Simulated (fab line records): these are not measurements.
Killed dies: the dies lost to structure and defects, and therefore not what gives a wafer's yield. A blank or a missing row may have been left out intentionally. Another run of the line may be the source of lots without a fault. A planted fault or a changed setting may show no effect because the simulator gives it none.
Matching of chambers / flow nandHarc / NHARC_A_WL_FILL_ALD_02 on aldMetal-03: 4 sister chambers
The step deposits TiN, target thk 2 nm, pulse time 3 s, ald cycles 100. 8 wafers are shown with their chamber, then 7 later ones without.

EACH WAFER AND ITS CHAMBER
wafer=L079.6; chamber=2; heaterPowerOuterW (W)=974; heaterPowerW (W)=1343
wafer=L083.1; chamber=1; heaterPowerOuterW (W)=909; heaterPowerW (W)=1268
wafer=L083.2; chamber=3; heaterPowerOuterW (W)=673; heaterPowerW (W)=1138
wafer=L086.1; chamber=1; heaterPowerOuterW (W)=885; heaterPowerW (W)=1247
wafer=L086.2; chamber=0; heaterPowerOuterW (W)=628; heaterPowerW (W)=1093
wafer=L086.5; chamber=2; heaterPowerOuterW (W)=948; heaterPowerW (W)=1329
wafer=L089.2; chamber=0; heaterPowerOuterW (W)=648; heaterPowerW (W)=1116
wafer=L089.4; chamber=3; heaterPowerOuterW (W)=663; heaterPowerW (W)=1101

WAFERS WHOSE CHAMBER IS MISSING
wafer=L089.5; heaterPowerOuterW (W)=998; heaterPowerW (W)=1343
wafer=L090.2; heaterPowerOuterW (W)=662; heaterPowerW (W)=1124
wafer=L090.5; heaterPowerOuterW (W)=660; heaterPowerW (W)=1125
wafer=L090.6; heaterPowerOuterW (W)=626; heaterPowerW (W)=1113
wafer=L094.1; heaterPowerOuterW (W)=646; heaterPowerW (W)=1112
wafer=L094.3; heaterPowerOuterW (W)=985; heaterPowerW (W)=1337
wafer=L094.6; heaterPowerOuterW (W)=664; heaterPowerW (W)=1094

THE CHAMBER EACH PASSED THROUGH
wafer=L089.5; from the rows above=2; in truth=2
wafer=L090.2; from the rows above=can't be placed: 3 or 0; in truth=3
wafer=L090.5; from the rows above=can't be placed: 3 or 0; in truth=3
wafer=L090.6; from the rows above=can't be placed: 0 or 3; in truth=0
wafer=L094.1; from the rows above=can't be placed: 0 or 3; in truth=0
wafer=L094.3; from the rows above=2; in truth=2
wafer=L094.6; from the rows above=can't be placed: 3 or 0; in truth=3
Correct placement for 2 of the 7. Not placeable from these rows: 5 (in 5, the candidates include the true chamber). Wrongly placed: 0.
How it was worked out, from the rows above alone: a wafer's distance from a chamber is the root of the sum, over the readings, of the square of ((its reading less the chamber's mean) divided by the reading's scatter). If the next closest chamber is less than 2 further off than the closest, the wafer can't be placed; otherwise it belongs to the closest. For every chamber, the mean is computed from those of its wafers that are shown. The scatter: the root of (the sum of the squares of (reading less its chamber's mean) over the shown wafers, divided by (wafers less chambers)).
